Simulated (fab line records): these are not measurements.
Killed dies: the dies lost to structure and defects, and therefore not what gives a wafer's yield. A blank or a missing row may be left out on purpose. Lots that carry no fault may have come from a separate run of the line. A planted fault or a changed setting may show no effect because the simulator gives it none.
Split-lot experiment | flow n5 finfet | route with 1938 steps; 7 lots, 39 wafers read

## ON THE SPLIT
At N5_BEOL_M0_SAQP_PECVD_96 (deposits a-Si from SiH4/He, target thk 45 nm, time 45.2 s), the setting time s was moved away from the recipe's 45.2 s on 12 of the 39 wafers read, by +18.6% to +48.5%. For the rest of the wafers, this setting stayed at what the recipe calls for.

## FROM THE SPLIT TO THE READING: what the file shows between them, 4 steps
- N5_BEOL_M0_SAQP_PECVD_97: deposits SiNx from SiH4/NH3/N2, target thk 23 nm, time 19.9 s
- N5_BEOL_M0_SAQP_PECVD_04: deposits a-Si from SiH4/He, target thk 60 nm, time 60.2 s
- N5_BEOL_M0_SAQP_ETCH_101: etches SiNx in CH3F/O2, target depth 29.9 nm, time 42.7 s
- N5_BEOL_M0_SAQP_ETCH_102: etches SiO2 in CF4, target depth 4 nm, time 4.4 s

## THE READING
oes product au, in a.u., at N5_BEOL_M0_SAQP_MANDREL_ETCH_103 (etches a-Si in HBr/Cl2, stops on SiCN, target depth 45 nm, bt time 10 s, time 27 s). On this fab line, fault-free wafers typically give 0.685 a.u. with a standard deviation of 0.01 a.u.

wafer  | tool, chamber at the split | time s as run, s | against the recipe | oes product au, a.u. | against lot-mates on the recipe
L075.1 | pecvd-03, 1                | 45.2             | recipe             | 0.687                | -
L075.2 | pecvd-03, 2,1              | 45.2             | recipe             | 0.686                | -
L075.3 | pecvd-03, 1,2              | 45.2             | recipe             | 0.697                | -
L075.4 | pecvd-03, 2                | 45.2             | recipe             | 0.690                | -
L075.5 | pecvd-03, 2,1              | 45.2             | recipe             | 0.701                | -
L075.6 | pecvd-03, 1,2              | 45.2             | recipe             | 0.686                | -
L081.1 | pecvd-02, 2                | 45.2             | recipe             | 0.687                | -
L081.2 | pecvd-02, 1                | 45.2             | recipe             | 0.683                | -
L081.3 | pecvd-02, 0                | 60.83            | +34.6%             | 0.807                | +0.124
L081.4 | pecvd-02, 2,1              | 60.83            | +34.6%             | 0.811                | +0.128
L081.5 | pecvd-02, 2,1              | 60.83            | +34.6%             | 0.807                | +0.124
L081.6 | pecvd-02, 0                | 45.2             | recipe             | 0.678                | -
L083.1 | pecvd-02, 1,0              | 67.12            | +48.5%             | 0.860                | +0.179
L083.2 | pecvd-02, 0                | 45.2             | recipe             | 0.678                | -
L083.3 | pecvd-02, 2                | 45.2             | recipe             | 0.679                | -
L083.4 | pecvd-02, 2                | 45.2             | recipe             | 0.687                | -
L083.5 | pecvd-02, 1,0              | 67.12            | +48.5%             | 0.884                | +0.203
L083.6 | pecvd-02, 1                | 67.12            | +48.5%             | 0.866                | +0.185
L087.3 | pecvd-03, 2                | 45.2             | recipe             | 0.691                | -
L087.4 | pecvd-03, 1,2              | 45.2             | recipe             | 0.679                | -
L087.5 | pecvd-03, 1,2              | 45.2             | recipe             | 0.678                | -
L088.1 | pecvd-03, 2                | 53.61            | +18.6%             | 0.741                | +0.065
L088.2 | pecvd-03, 1                | 45.2             | recipe             | 0.671                | -
L088.3 | pecvd-03, 2                | 53.61            | +18.6%             | 0.759                | +0.083
L088.4 | pecvd-03, 1                | 45.2             | recipe             | 0.678                | -
L088.5 | pecvd-03, 1                | 45.2             | recipe             | 0.680                | -
L088.6 | pecvd-03, 2                | 53.61            | +18.6%             | 0.744                | +0.068
L089.1 | pecvd-02, 1                | 45.2             | recipe             | 0.683                | -
L089.2 | pecvd-02, 0                | 62.58            | +38.5%             | 0.831                | +0.145
L089.3 | pecvd-02, 2                | 62.58            | +38.5%             | 0.838                | +0.152
L089.4 | pecvd-02, 1                | 45.2             | recipe             | 0.690                | -
L089.5 | pecvd-02, 2                | 62.58            | +38.5%             | 0.845                | +0.159
L089.6 | pecvd-02, 0                | 45.2             | recipe             | 0.685                | -
L096.1 | pecvd-01, 0,1              | 45.2             | recipe             | 0.684                | -
L096.2 | pecvd-01, 2,1              | 45.2             | recipe             | 0.696                | -
L096.3 | pecvd-01, 0,1              | 45.2             | recipe             | 0.675                | -
L096.4 | pecvd-01, 0,2              | 45.2             | recipe             | 0.707                | -
L096.5 | pecvd-01, 2,1              | 45.2             | recipe             | 0.699                | -
L096.6 | pecvd-01, 0,2              | 45.2             | recipe             | 0.691                | -
The file does not say which wafer passed through which chamber wherever a row lists several chambers: such a row stands for several wafers.

FIT RESULTS
A straight line over all 39 wafers: oes product au changes by +0.00376 a.u. for each +1% of time s; r = +0.99; the points scatter about the line by 0.0091 a.u.
The same after taking each lot's own level away (the mean of its wafers on the recipe; 39 wafers): +0.00385 a.u. for each +1%; r = +0.99; scatter 0.0072 a.u.
According to that fit, moving time s by its largest amount changes the reading by 0.19 a.u.
The lots' own levels span 0.6763 to 0.6920 a.u., that is 1.6 times the standard deviation above.
The two slopes are in agreement: the lot-to-lot level therefore moves the slope only a little.
Check: for one of the wafers moved furthest among these (+48.5%), held out of the fit, the line's prediction against its lot-mates is +0.188 a.u. It came out at +0.179 a.u. against them.

## THE OTHER SPLITS THESE WAFERS WENT THROUGH
Note: prior to the reading, these wafers also went through further splits. Each is held against what the fit with the lots' levels taken away leaves over:
other split on the same wafers       | wafers away from the commonest value | r with oes product au (lot level and that fit taken away)
N5_FIN_SAQP_HM_DEP_72 time s         | 15                                   | -0.15
N5_SD_EPI_P_EPI_21 epi growth time s | 18                                   | +0.00
N5_GATE_CUT_DESCUM_18 time s         | 12                                   | +0.22

## THE WHOLE CHAIN: every reading that the file lists as answering this split, in the file's order
step                             | what it does                                                                       | reading                                                                               | change (the file's fit)                   | r (the file's)
N5_BEOL_M0_SAQP_PECVD_96         | deposits a-Si from SiH4/He, target thk 45 nm, time 45.2 s                          | a-Si_of_BEOL_M0_SAQP_PECVD_96.thk nm (the simulator's own value, which no gauge read) | +0.451 nm for each +1% of the setting     | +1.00
N5_BEOL_M0_SAQP_MANDREL_ETCH_103 | etches a-Si in HBr/Cl2, stops on SiCN, target depth 45 nm, bt time 10 s, time 27 s | oes product au                                                                        | +0.00385 a.u. for each +1% of the setting | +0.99
N5_BEOL_M0_SAQP_MANDREL_ETCH_103 | etches a-Si in HBr/Cl2, stops on SiCN, target depth 45 nm, bt time 10 s, time 27 s | etch.depth nm (the simulator's own value, which no gauge read)                        | +0.451 nm for each +1% of the setting     | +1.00

## FILE'S OWN FIT
oes product au changes by +0.00385 a.u. for each +1% of time s, r = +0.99.
